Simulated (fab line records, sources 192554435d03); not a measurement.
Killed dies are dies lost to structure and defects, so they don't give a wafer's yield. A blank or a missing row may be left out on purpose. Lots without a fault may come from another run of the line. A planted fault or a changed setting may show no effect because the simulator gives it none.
fab line records | flow n5_finfet
record lots=7 wafers=21
route steps=1938 shown BEOL_M6@1239 BEOL_M7@1293 BEOL_M8@1350 BEOL_M9@1408 BEOL_M10@1470 BEOL_M11@1539
start_h: hours from the record's first day to the start of the lot's first wafer shown | wait_h: hours since the lot's step before | " the same as in the row above | L1.1+2: a row that stands for several wafers | - no value, or no start given | * or withheld: withheld | < > ~ a bound
route shown NAME@n: a module of which the file shows steps, and the number in the route of the first | usual: mean/standard deviation of fault-free wafers | same: alike in all rows | chamber/n: place in a boat | sites: the reading at each site | _std_site: their standard deviation | _edge_site: outer sites' mean less inner sites' | radius_mm: how far each site lies from the wafer's centre | mask NAME#n: copy n | behind: the tool/chamber that last shaped the wafer | hold: why the lot was held/for how many hours/how that ended | device: the transistor (n, p or np) that didn't switch | end of line: the same wafers' tests at the end of the route | a step without rows: its recipe alone | killed: dies lost to structure and defects at the first sort, not the wafer's yield | map: a wafer's dies, x killed, . not, _ none there
set.NAME: the setting as run; set.NAME@STEP: as run at that earlier step | model.NAME: the simulator's own value behind a step, which no gauge read
lots whose settings were changed on purpose; a table a step, a row a wafer
## steps
# step N5_BEOL_M6_TRENCH_ETCH_37
# recipe chemistry=C4F6/O2 target_depth_a=944.35 target=SiCOH_lowk time_s=31.5 ion_energy_ev=250 pressure_mtorr=30 source_w=345 bias_w=185 Ar_flow_sccm=300 C4F6_flow_sccm=10 O2_flow_sccm=10
# usual rf_vpp_V=664/6.6
# columns lot.wafer tool chamber start_h wait_h set.source_w rf_vpp_V model.etch.depth_nm model.BEOL_M6.feature_depth_nm
L081.1 rie_diel-02 2 - - 345 654 93.75 93.8
L081.2 " 0 " " 345 658 94.16 94.2
L081.4 " 1 " " 345 661 94.58 94.6
L083.1 rie_diel-06 2 - - 345 670 94.93 95
L083.2 " 0 " " 345 673 94.74 94.8
L083.5 " 1 " " 313.8 699 88.92 89
L084.1 rie_diel-02 2 - - 345 654 93.92 94
L084.5 " 2 " " 345 652 93.74 93.8
L084.6 " 1 " " 345 660 94 94
L086.2 rie_diel-01 3 - - 393.9 623 97.89 97.8
L086.3 " 1 " " 345 664 91.49 91.4
L086.4 " 2 " " 345 657 94.3 94.2
L088.1 rie_diel-06 1 - - 383.3 631 96.64 96.6
L088.3 " 0 " " 345 673 94.17 94.2
L088.6 " 2 " " 345 669 96.25 96.2
L093.1 rie_diel-01 0 - - 345 667 96.47 96.4
L093.3 " 2 " " 292.4 717 88.61 88.6
L093.5 " 1 " " 292.4 723 88.42 88.4
L091.4 rie_diel-02 0 - - 345 657 94.12 94.2
L091.5 " 1 " " 345 661 95.06 95
L091.6 " 3 " " 345 663 93.8 93.8
# step N5_BEOL_M6_ETCH_41
# recipe chemistry=CH3F/O2 target=SiCN target_depth_a=297 taper_deg=2 time_s=52 ion_energy_ev=120 mask_material=TiN pressure_mtorr=30 source_w=395 bias_w=75 Ar_flow_sccm=150 CH3F_flow_sccm=30 O2_flow_sccm=20
# step N5_BEOL_M6_STRIP_80
# recipe chemistry=N2/H2 time_s=10 power_w=450 temp_c=40 pressure_mtorr=20 rf_frequency_hz=6e+07 bias_power_w=7 n2_flow_sccm=200 h2_flow_sccm=200
# step N5_BEOL_M6_OCD_MEAS_38
# usual trench_depth_nm=94.2/1.2
# columns lot.wafer tool chamber start_h wait_h set.source_w@BEOL_M6_TRENCH_ETCH_37 trench_depth_nm
L081.1 ocd-01 - 219.90 - 345 93.4
L081.2 " - " " 345 94.3
L081.4 " - " " 345 95.2
L083.1 ocd-02 - 238.59 - 345 95.3
L083.2 " - " " 345 94.7
L083.5 " - " " 313.8 89.0
L084.1 ocd-02 - 241.65 - 345 93.9
L084.5 " - " " 345 93.8
L084.6 " - " " 345 93.9
L086.2 ocd-01 - 264.28 - 393.9 97.9
L086.3 " - " " 345 91.5
L086.4 " - " " 345 93.8
L088.1 ocd-01 - 266.64 - 383.3 96.4
L088.3 " - " " 345 94.0
L088.6 " - " " 345 96.2
L093.1 ocd-02 - 300.25 - 345 96.3
L093.3 " - " " 292.4 88.2
L093.5 " - " " 292.4 88.4
L091.4 ocd-02 - 307.36 - 345 94.0
L091.5 " - " " 345 95.4
L091.6 " - " " 345 93.5
# step N5_BEOL_M7_EXPOSE_25
# recipe mask_id=V6 na=0.33 source_shape=annular sigma_inner=0.4 sigma_outer=0.8 polarization=unpolarized target_cd_nm=40 dose_mj=42.5
# columns lot.wafer tool chamber start_h wait_h mask set.dose_mj
L081.1 euv_scanner-02 0 226.80 - V6#0 42.5
L081.2+4 " 0 " " V6#0 41.29
L083.1+2+5 euv_scanner-02 0 244.90 - V6#0 42.5
L084.1+5+6 euv_scanner-02 0 246.73 - V6#0 42.5
L086.2+3+4 euv_scanner-02 0 272.14 - V6#0 42.5
L088.1 euv_scanner-01 0 273.77 - V6#0 42.5
L088.3+6 " 0 " " V6#0 43.77
L093.1+5 euv_scanner-02 0 306.78 - V6#0 39.95
L093.3 " 0 " " V6#0 42.5
L091.4+5+6 euv_scanner-02 0 312.59 - V6#0 43.6
# step N5_BEOL_M7_PEB_26
# recipe peb_temp_c=100 peb_time_s=60 resist=CAR-EUV
# step N5_BEOL_M7_DEVELOP_27
# recipe develop_time_s=30 developer=TMAH resist=CAR-EUV rinse_liquid=surfactant_rinse dry=air_spin dev_temp_c=23
# step N5_BEOL_M7_CD_MEAS_28
# recipe target_cd_nm=40 landing_energy_ev=500 detector=se_inlens
# usual cd_nm=39.99/0.21
# columns lot.wafer tool chamber start_h wait_h set.dose_mj@BEOL_M7_EXPOSE_25 cd_nm
L081.1 cd_sem-03 0 226.94 - 42.5 39.98
L081.2 " 0 " " 41.29 39.18
L081.4 " 0 " " 41.29 39.52
L083.1 cd_sem-01 0 245.04 - 42.5 40.49
L083.2 " 0 " " 42.5 39.98
L083.5 " 0 " " 42.5 40.06
L084.1 cd_sem-01 0 246.86 - 42.5 40.09
L084.5 " 0 " " 42.5 40.32
L084.6 " 0 " " 42.5 40.17
L086.2 cd_sem-01 0 272.27 - 42.5 40.23
L086.3 " 0 " " 42.5 39.72
L086.4 " 0 " " 42.5 39.92
L088.1 cd_sem-02 0 273.90 - 42.5 40.29
L088.3 " 0 " " 43.77 40.52
L088.6 " 0 " " 43.77 40.61
L093.1 cd_sem-02 0 306.91 - 39.95 38.57
L093.3 " 0 " " 42.5 39.78
L093.5 " 0 " " 39.95 38.34
L091.4 cd_sem-01 0 312.70 - 43.6 40.40
L091.5 " 0 " " 43.6 40.22
L091.6 " 0 " " 43.6 40.36
# step N5_BEOL_M7_DESCUM_33
# recipe chemistry=O2 time_s=7 source_power_w=50 bias_power_w=20 pressure_mtorr=20 rf_frequency_hz=2.712e+07 temp_c=40 resist=CAR-EUV o2_flow_sccm=225
# columns lot.wafer tool chamber start_h wait_h set.dose_mj@BEOL_M7_EXPOSE_25 model.BEOL_M7.cd_nm
L081.1 rie_diel-05 2 227.11 0.1 42.5 39.8
L081.2 " 0 " " 41.29 39.6
L081.4 " 3 " " 41.29 39.4
L083.1+2 rie_diel-04 3,0 245.26 0.1 42.5 40.2
L083.5 " 2 " " 42.5 40
L084.1+5+6 rie_diel-05 0,0,1 246.99 0.0 42.5 40.2
L086.2+3+4 rie_diel-04 3,1,2 272.39 0.0 42.5 40
L088.1 rie_diel-04 0 274.10 0.1 42.5 40.4
L088.3 " 1 " " 43.77 40.6
L088.6 " 3 " " 43.77 41
L093.1+5 rie_diel-05 2,0 307.41 0.4 39.95 38.4
L093.3 " 1 " " 42.5 39.8
L091.4+6 rie_diel-04 2,3 312.85 0.1 43.6 40.6
L091.5 " 1 " " 43.6 40.4
# step N5_BEOL_M7_ETCH_72
# recipe chemistry=N2/H2 target=underlayer target_depth_a=65 mask_material=CAR-EUV time_s=5.2 ion_energy_ev=200 pressure_mtorr=30 source_w=840 bias_w=150 n2_flow_sccm=200 h2_flow_sccm=200 ends=cleared
# columns lot.wafer tool chamber start_h wait_h set.dose_mj@BEOL_M7_EXPOSE_25 model.BEOL_M7.cd_nm
L081.1 rie_diel-05 2 227.15 0.0 42.5 39.8
L081.2 " 0 " " 41.29 39.6
L081.4 " 3 " " 41.29 39.4
L083.1 rie_diel-04 3 245.29 0.0 42.5 40.4
L083.2 " 0 " " 42.5 40.2
L083.5 " 2 " " 42.5 40
L084.1+6 rie_diel-05 0,1 247.03 0.0 42.5 40.2
L084.5 " 0 " " 42.5 40.4
L086.2 rie_diel-04 3 272.43 0.0 42.5 40.2
L086.3+4 " 1,2 " " 42.5 40
L088.1 rie_diel-04 0 274.13 0.0 42.5 40.4
L088.3 " 1 " " 43.77 40.6
L088.6 " 3 " " 43.77 41
L093.1 rie_diel-05 2 307.45 0.0 39.95 38.4
L093.3 " 1 " " 42.5 39.8
L093.5 " 0 " " 39.95 38.6
L091.4 rie_diel-04 2 312.88 0.0 43.6 40.6
L091.5+6 " 1,3 " " 43.6 40.4
# step N5_BEOL_M8_ETCH_62
# recipe chemistry=N2/H2 target=SOC target_depth_a=1100 overetch_a=220 mask_material=SiARC temp_c=40 time_s=165 ion_energy_ev=200 pressure_mtorr=30 source_w=840 bias_w=150 n2_flow_sccm=200 h2_flow_sccm=200
# columns lot.wafer tool chamber start_h wait_h set.time_s model.SiARC_of_BEOL_M8_COAT_60.thk_nm
L081.1+2 rie_diel-06 2,0 233.06 0.0 165 28.2
L081.4 " 3 " " 134.3 29.4
L083.1+5 rie_diel-01 2,1 250.60 0.0 165 28.4
L083.2 " 3 " " 197.2 27
L084.1+5+6 rie_diel-06 1,1,0 251.79 0.0 165 28.4
L086.2 rie_diel-02 0 280.46 0.0 165 28.4
L086.3+4 " 3,1 " " 181.6 27.8
L088.1+6 rie_diel-01 2 280.63 0.0 143.3 29.4
L088.3 " 3 " " 165 28.4
L093.1 rie_diel-02 3 313.99 0.0 187.3 27.4
L093.3+5 " 1,0 " " 165 28
L091.4 rie_diel-06 3 317.99 0.0 165 28.2
L091.5+6 " 1,0 " " 165 28.4
# step N5_BEOL_M8_COAT_71
# recipe resist=underlayer temp_c=205 time_s=60 spin_rpm=1500 resist_thk_nm=5
# columns lot.wafer tool chamber start_h wait_h set.spin_rpm
L081.1+2 litho_track-02 0 - - 1644
L081.4 " 0 " " 1500
L083.1+2 litho_track-05 0 - - 1549
L083.5 " 0 " " 1500
L084.1+5+6 litho_track-01 0 - - 1500
L086.2+3+4 litho_track-01 0 - - 1500
L088.1+3 litho_track-05 0 - - 1500
L088.6 " 0 " " 1634
L093.1+5 litho_track-02 0 - - 1500
L093.3 " 0 " " 1580
L091.4+6 litho_track-05 0 - - 1500
L091.5 " 0 " " 1345
# step N5_BEOL_M8_COAT_22
# recipe resist=CAR-EUV spin_rpm=1500 resist_thk_nm=30
# step N5_BEOL_M8_EBR_24
# recipe solvent=PGMEA ebr_width_mm=1.5
# step N5_BEOL_M8_DESCUM_33
# recipe chemistry=O2 time_s=7 source_power_w=50 bias_power_w=20 pressure_mtorr=20 rf_frequency_hz=2.712e+07 temp_c=40 resist=CAR-EUV o2_flow_sccm=225
# step N5_BEOL_M8_ETCH_72
# recipe chemistry=N2/H2 target=underlayer target_depth_a=65 mask_material=CAR-EUV time_s=5.2 ion_energy_ev=200 pressure_mtorr=30 source_w=840 bias_w=150 n2_flow_sccm=200 h2_flow_sccm=200 ends=cleared
# columns lot.wafer tool chamber start_h wait_h set.spin_rpm@BEOL_M8_COAT_71 model.CAR-EUV_of_BEOL_M8_COAT_22.thk_nm model.etch.depth_nm
L081.1 rie_diel-06 2 236.37 0.0 1644 20.6 4.786
L081.2 " 0 " " 1644 20.6 4.775
L081.4 " 3 " " 1500 20.4 5.025
L083.1 rie_diel-02 2 251.92 0.0 1549 20.4 4.905
L083.2 " 0 " " 1549 20.4 4.893
L083.5 " 2 " " 1500 20.2 4.99
L084.1 rie_diel-06 1 254.18 0.0 1500 20.4 5.003
L084.5 " 1 " " 1500 20.4 5.008
L084.6 " 2 " " 1500 20.2 5.004
L086.2 rie_diel-02 3 284.51 0.0 1500 20.4 5.029
L086.3 " 0 " " 1500 20.4 5.024
L086.4 " 1 " " 1500 20.4 5.028
L088.1 rie_diel-01 0 293.39 0.0 1500 20 5.011
L088.3 " 3 " " 1500 20.2 5.025
L088.6 " 0 " " 1634 20.4 4.795
L093.1 rie_diel-02 0 316.23 0.0 1500 20.4 4.998
L093.3 " 3 " " 1580 20.6 4.866
L093.5 " 0 " " 1500 20.4 4.981
L091.4 rie_diel-01 2 319.55 0.0 1500 20.4 5.008
L091.5 " 1 " " 1345 20 5.279
L091.6 " 2 " " 1500 20.4 4.99
# step N5_BEOL_M9_COAT_05
# recipe resist=CAR-ArF spin_rpm=1500 resist_thk_nm=90
# columns lot.wafer tool chamber start_h wait_h set.spin_rpm model.CAR-ArF_of_BEOL_M9_COAT_05.thk_nm
L081.1+2 litho_track-05 0 - - 1500 90.2
L081.4 " 0 " " 1348 95.2
L083.1 litho_track-05 0 - - 1500 89.6
L083.2 " 0 " " 1554 88.4
L083.5 " 0 " " 1554 88.2
L084.1 litho_track-04 0 - - 1500 89.8
L084.5 " 0 " " 1500 89.6
L084.6 " 0 " " 1500 90
L086.2 litho_track-04 0 - - 1500 89.8
L086.3 " 0 " " 1369 94
L086.4 " 0 " " 1500 90
L088.1 litho_track-03 0 - - 1500 90.2
L088.3 " 0 " " 1500 89.6
L088.6 " 0 " " 1587 87.2
L093.1 litho_track-05 0 - - 1455 91.6
L093.3 " 0 " " 1455 91.4
L093.5 " 0 " " 1500 90.2
L091.4 litho_track-03 0 - - 1500 90
L091.5+6 " 0 " " 1601 87.2
# step N5_BEOL_M9_EBR_07
# recipe solvent=PGMEA ebr_width_mm=1.5
# step N5_BEOL_M9_SOFTBAKE_06
# recipe temp_c=110 time_s=60 resist=CAR-ArF
# step N5_BEOL_M9_DESCUM_16
# recipe chemistry=O2 time_s=7.9 source_power_w=50 bias_power_w=20 pressure_mtorr=20 rf_frequency_hz=2.712e+07 temp_c=40 resist=CAR-ArF o2_flow_sccm=225
# columns lot.wafer tool chamber start_h wait_h set.spin_rpm@BEOL_M9_COAT_05 model.CAR-ArF_of_BEOL_M9_COAT_05.thk_nm
L081.1+2 rie_diel-04 0,3 242.40 0.2 1500 83.6
L081.4 " 2 " " 1348 88.4
L083.1 rie_diel-04 3 259.24 0.0 1500 83
L083.2 " 1 " " 1554 81.8
L083.5 " 2 " " 1554 81.6
L084.1 rie_diel-05 3 260.47 0.2 1500 83.2
L084.5 " 3 " " 1500 83
L084.6 " 1 " " 1500 83.4
L086.2 rie_diel-04 3 292.11 0.0 1500 83.2
L086.3 " 0 " " 1369 87.4
L086.4 " 3 " " 1500 83.4
L088.1 rie_diel-05 0 297.72 0.0 1500 83.6
L088.3 " 1 " " 1500 83.2
L088.6 " 3 " " 1587 80.6
L093.1 rie_diel-03 3 321.08 0.0 1455 85
L093.3 " 0 " " 1455 84.8
L093.5 " 0 " " 1500 83.6
L091.4 rie_diel-04 2 324.84 0.3 1500 83.2
L091.5 " 1 " " 1601 80.8
L091.6 " 3 " " 1601 80.6
# step N5_BEOL_M10_ILD_DEP_00
# recipe material=SiCOH_lowk target_thk_a=3085.1 temp_c=300 precursor=DEMS/porogen pressure_torr=5 rf_w=500 time_s=58
# columns lot.wafer tool chamber start_h wait_h set.time_s model.SiCOH_lowk_of_BEOL_M10_ILD_DEP_00.thk_nm
L081.1 pecvd-04 2 247.17 0.0 50.72 264.2
L081.2 " 1 " " 58 311.8
L081.4 " 2 " " 58 310.8
L083.1 pecvd-04 2 264.84 0.0 58 303.2
L083.2 " 1 " " 58 311.6
L083.5 " 0 " " 58 313
L084.1 pecvd-04 1 266.05 0.0 58 312
L084.5 " 2 " " 58 315.4
L084.6 " 0 " " 58 311
L086.2 pecvd-03 2 296.03 0.0 58 306.8
L086.3 " 0 " " 54.21 288.2
L086.4 " 0 " " 54.21 291.6
L088.1 pecvd-04 0 302.78 0.0 58 308
L088.3 " 2 " " 64.1 332.6
L088.6 " 1 " " 58 312.4
L093.1 pecvd-03 2 326.66 0.0 58 308.2
L093.3 " 0 " " 58 306.6
L093.5 " 2 " " 64.5 343.8
L091.4 pecvd-04 1 333.12 0.1 54.74 293.6
L091.5 " 2 " " 54.74 290.2
L091.6 " 1 " " 58 312.4
# step N5_BEOL_M10_CURE_71
# recipe temp_c=385 time_s=240 ambient=He/Ar material=SiCOH_lowk
# columns lot.wafer tool chamber start_h wait_h set.time_s@BEOL_M10_ILD_DEP_00 model.SiCOH_lowk_of_BEOL_M10_ILD_DEP_00.thk_nm
L081.1 uv_cure-02 1 247.25 0.0 50.72 229
L081.2 " 1 " " 58 271
L081.4 " 1 " " 58 270
L083.1 uv_cure-02 2 264.92 0.0 58 263.2
L083.2 " 2 " " 58 270.8
L083.5 " 2 " " 58 272
L084.1 uv_cure-03 2 266.13 0.0 58 271
L084.5 " 2 " " 58 274
L084.6 " 2 " " 58 270.2
L086.2 uv_cure-02 0 296.27 0.2 58 266.6
L086.3 " 0 " " 54.21 250
L086.4 " 0 " " 54.21 253
L088.1 uv_cure-02 1 302.86 0.0 58 267.6
L088.3 " 1 " " 64.1 289.4
L088.6 " 1 " " 58 271.4
L093.1 uv_cure-01 2 326.73 0.0 58 267.8
L093.3 " 2 " " 58 266.2
L093.5 " 2 " " 64.5 299.4
L091.4 uv_cure-03 2 333.43 0.3 54.74 254.8
L091.5 " 2 " " 54.74 251.8
L091.6 " 2 " " 58 271.4
# step N5_BEOL_M10_THK_MEAS_01
# recipe reads=SiCOH_lowk_of_BEOL_M10_ILD_DEP_00
# usual M10_ILD_THK=268/3.6
# columns lot.wafer tool chamber start_h wait_h set.time_s@BEOL_M10_ILD_DEP_00 M10_ILD_THK[nm]
L081.1 film_metro-01 - 247.76 0.4 50.72 229
L081.2 " - " " 58 271
L081.4 " - " " 58 270
L083.1 film_metro-02 - 265.43 0.4 58 263
L083.2 " - " " 58 271
L083.5 " - " " 58 272
L084.1 film_metro-02 - 266.64 0.4 58 271
L084.5 " - " " 58 274
L084.6 " - " " 58 270
L086.2 film_metro-01 - 296.70 0.4 58 267
L086.3 " - " " 54.21 250
L086.4 " - " " 54.21 253
L088.1 film_metro-02 - 303.37 0.4 58 268
L088.3 " - " " 64.1 289
L088.6 " - " " 58 272
L093.1 film_metro-01 - 327.25 0.4 58 268
L093.3 " - " " 58 266
L093.5 " - " " 64.5 299
L091.4 film_metro-02 - 333.71 0.2 54.74 255
L091.5 " - " " 54.74 252
L091.6 " - " " 58 271
# step N5_BEOL_M10_HM_DEP_02
# recipe material=TiN target_thk_a=200 temp_c=25 chamber_pressure_pa=0.49996
# columns lot.wafer tool chamber start_h wait_h set.target_thk_a model.TiN_of_BEOL_M10_HM_DEP_02.thk_nm
L081.1+4 pvd_sputter-03 - 248.34 0.5 217.2 21.6
L081.2 " - " " 217.2 21.8
L083.1 pvd_sputter-01 - 265.81 0.3 200 20.4
L083.2 " - " " 200 20
L083.5 " - " " 200 19.8
L084.1 pvd_sputter-01 - 268.49 1.8 200 19.6
L084.5 " - " " 200 19.8
L084.6 " - " " 200 20
L086.2+3 pvd_sputter-01 - 297.08 0.3 200 19.8
L086.4 " - " " 200 19.6
L088.1+6 pvd_sputter-02 - 304.69 1.3 200 20
L088.3 " - " " 186.1 18.4
L093.1 pvd_sputter-03 - 327.61 0.3 184.1 18.4
L093.3+5 " - " " 200 20.2
L091.4 pvd_sputter-01 - 336.10 2.3 200 20.2
L091.5 " - " " 200 19.8
L091.6 " - " " 200 19.6
# step N5_BEOL_M10_COAT_59
# recipe resist=SOC temp_c=250 time_s=60 spin_rpm=1500 resist_thk_nm=100
# step N5_BEOL_M10_COAT_60
# recipe resist=SiARC temp_c=220 time_s=60 spin_rpm=1500 resist_thk_nm=30
# step N5_BEOL_M10_STRIP_68
# recipe chemistry=N2/H2 temp_c=40 n2_flow_sccm=200 h2_flow_sccm=200 rf_frequency_hz=6e+07
# step N5_BEOL_M10_STRIP_67
# recipe chemistry=CF4 resist=SiARC power_w=300 bias_power_w=75 pressure_mtorr=50 cf4_flow_sccm=150 rf_frequency_hz=6e+07
# step N5_BEOL_M10_HM_OPEN_17
# recipe chemistry=Cl2/BCl3 target_depth_a=200 overetch_a=60 target=TiN mask_material=SOC ion_energy_ev=150 pressure_mtorr=10 icp_w=1000 bias_w=126 Cl2_flow_sccm=53.25 bcl3_flow_sccm=21.75 Ar_flow_sccm=25
# columns lot.wafer tool chamber start_h wait_h set.target_thk_a@BEOL_M10_HM_DEP_02 model.etch.depth_nm
L081.1 rie_metal-01 0 249.07 0.0 217.2 21.59
L081.2 " 1 " " 217.2 21.77
L081.4 " 1 " " 217.2 21.62
L083.1 rie_metal-02 0 267.10 0.0 200 20.35
L083.2 " 0 " " 200 19.93
L083.5 " 0 " " 200 19.85
L084.1 rie_metal-01 0 269.54 0.0 200 19.64
L084.5 " 1 " " 200 19.72
L084.6 " 0 " " 200 19.99
L086.2 rie_metal-02 1 298.17 0.0 200 19.8
L086.3 " 1 " " 200 19.86
L086.4 " 0 " " 200 19.61
L088.1 rie_metal-01 1 305.61 0.0 200 20.1
L088.3 " 0 " " 186.1 18.4
L088.6 " 0 " " 200 20.03
L093.1 rie_metal-01 0 328.34 0.0 184.1 18.38
L093.3 " 0 " " 200 20.11
L093.5 " 1 " " 200 20.15
L091.4 rie_metal-02 1 337.30 0.1 200 20.16
L091.5 " 0 " " 200 19.73
L091.6 " 1 " " 200 19.56
# step N5_BEOL_M11_PECVD_70
# recipe material=SiO2 target_thk_a=200 temp_c=400 precursor=TEOS/O2 pressure_torr=5.5 rf_w=450 teos_flow_sccm=53.8 gas=O2 flow_sccm=3000 time_s=22.7
# columns lot.wafer tool chamber start_h wait_h set.temp_c model.SiO2_of_BEOL_M11_PECVD_70.thk_nm
L081.1 pecvd-04 0 253.59 0.0 382.8 21.8
L081.2 " 1 " " 400 19.6
L081.4 " 0 " " 400 20.2
L083.1 pecvd-04 1 272.24 0.0 400 19.6
L083.2 " 2 " " 393.6 21
L083.5 " 1 " " 400 19.8
L084.1 pecvd-01 0 275.59 0.0 400 19.4
L084.5 " 2 " " 400 20
L084.6 " 0 " " 400 19.8
L086.2 pecvd-04 2 303.59 0.0 400 20.2
L086.3 " 0 " " 400 19.6
L086.4 " 1 " " 406.3 19.2
L088.1 pecvd-04 0 310.50 0.0 400 19.4
L088.3 " 1 " " 409 18.2
L088.6 " 0 " " 409 18.6
L093.1 pecvd-01 0 335.24 0.0 410.2 18.2
L093.3 " 1 " " 410.2 18.4
L093.5 " 2 " " 410.2 18.6
L091.4 pecvd-02 0 342.47 0.1 400 20
L091.5 " 1 " " 400 20.4
L091.6 " 2 " " 405.8 19.6
## key
split step=N5_BEOL_M6_TRENCH_ETCH_37 setting=source_w stated=345 by=wafer
response step=N5_BEOL_M6_TRENCH_ETCH_37 reading=rf_vpp_V change=-3.2 per=1% r=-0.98
response step=N5_BEOL_M6_TRENCH_ETCH_37 reading=model.etch.depth_nm change=+0.409 per=1% r=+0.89
response step=N5_BEOL_M6_TRENCH_ETCH_37 reading=model.BEOL_M6.feature_depth_nm change=+0.408 per=1% r=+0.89
response step=N5_BEOL_M6_OCD_MEAS_38 reading=trench_depth_nm change=+0.415 per=1% r=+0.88
split step=N5_BEOL_M7_EXPOSE_25 setting=dose_mj stated=42.5 by=wafer
response step=N5_BEOL_M7_CD_MEAS_28 reading=cd_nm change=+0.198 per=1% r=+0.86
response step=N5_BEOL_M7_DESCUM_33 reading=model.BEOL_M7.cd_nm change=+0.197 per=1% r=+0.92
response step=N5_BEOL_M7_ETCH_72 reading=model.BEOL_M7.cd_nm change=+0.186 per=1% r=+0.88
split step=N5_BEOL_M8_ETCH_62 setting=time_s stated=165 by=wafer
response step=N5_BEOL_M8_ETCH_62 reading=model.SiARC_of_BEOL_M8_COAT_60.thk_nm change=-0.065 per=1% r=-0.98
split step=N5_BEOL_M8_COAT_71 setting=spin_rpm stated=1500 by=wafer
response step=N5_BEOL_M8_ETCH_72 reading=model.CAR-EUV_of_BEOL_M8_COAT_22.thk_nm change=+0.0329 per=1% r=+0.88
response step=N5_BEOL_M8_ETCH_72 reading=model.etch.depth_nm change=-0.0257 per=1% r=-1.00
split step=N5_BEOL_M9_COAT_05 setting=spin_rpm stated=1500 by=wafer
response step=N5_BEOL_M9_COAT_05 reading=model.CAR-ArF_of_BEOL_M9_COAT_05.thk_nm change=-0.463 per=1% r=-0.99
response step=N5_BEOL_M9_DESCUM_16 reading=model.CAR-ArF_of_BEOL_M9_COAT_05.thk_nm change=-0.451 per=1% r=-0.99
split step=N5_BEOL_M10_ILD_DEP_00 setting=time_s stated=58 by=wafer
response step=N5_BEOL_M10_ILD_DEP_00 reading=model.SiCOH_lowk_of_BEOL_M10_ILD_DEP_00.thk_nm change=+3.12 per=1% r=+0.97
response step=N5_BEOL_M10_CURE_71 reading=model.SiCOH_lowk_of_BEOL_M10_ILD_DEP_00.thk_nm change=+2.76 per=1% r=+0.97
response step=N5_BEOL_M10_THK_MEAS_01 reading=M10_ILD_THK change=+2.75 per=1% r=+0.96
split step=N5_BEOL_M10_HM_DEP_02 setting=target_thk_a stated=200 by=wafer
response step=N5_BEOL_M10_HM_DEP_02 reading=model.TiN_of_BEOL_M10_HM_DEP_02.thk_nm change=+0.228 per=1% r=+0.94
response step=N5_BEOL_M10_HM_OPEN_17 reading=model.etch.depth_nm change=+0.229 per=1% r=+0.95
split step=N5_BEOL_M11_PECVD_70 setting=temp_c stated=400 by=wafer
response step=N5_BEOL_M11_PECVD_70 reading=model.SiO2_of_BEOL_M11_PECVD_70.thk_nm change=-0.471 per=1% r=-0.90
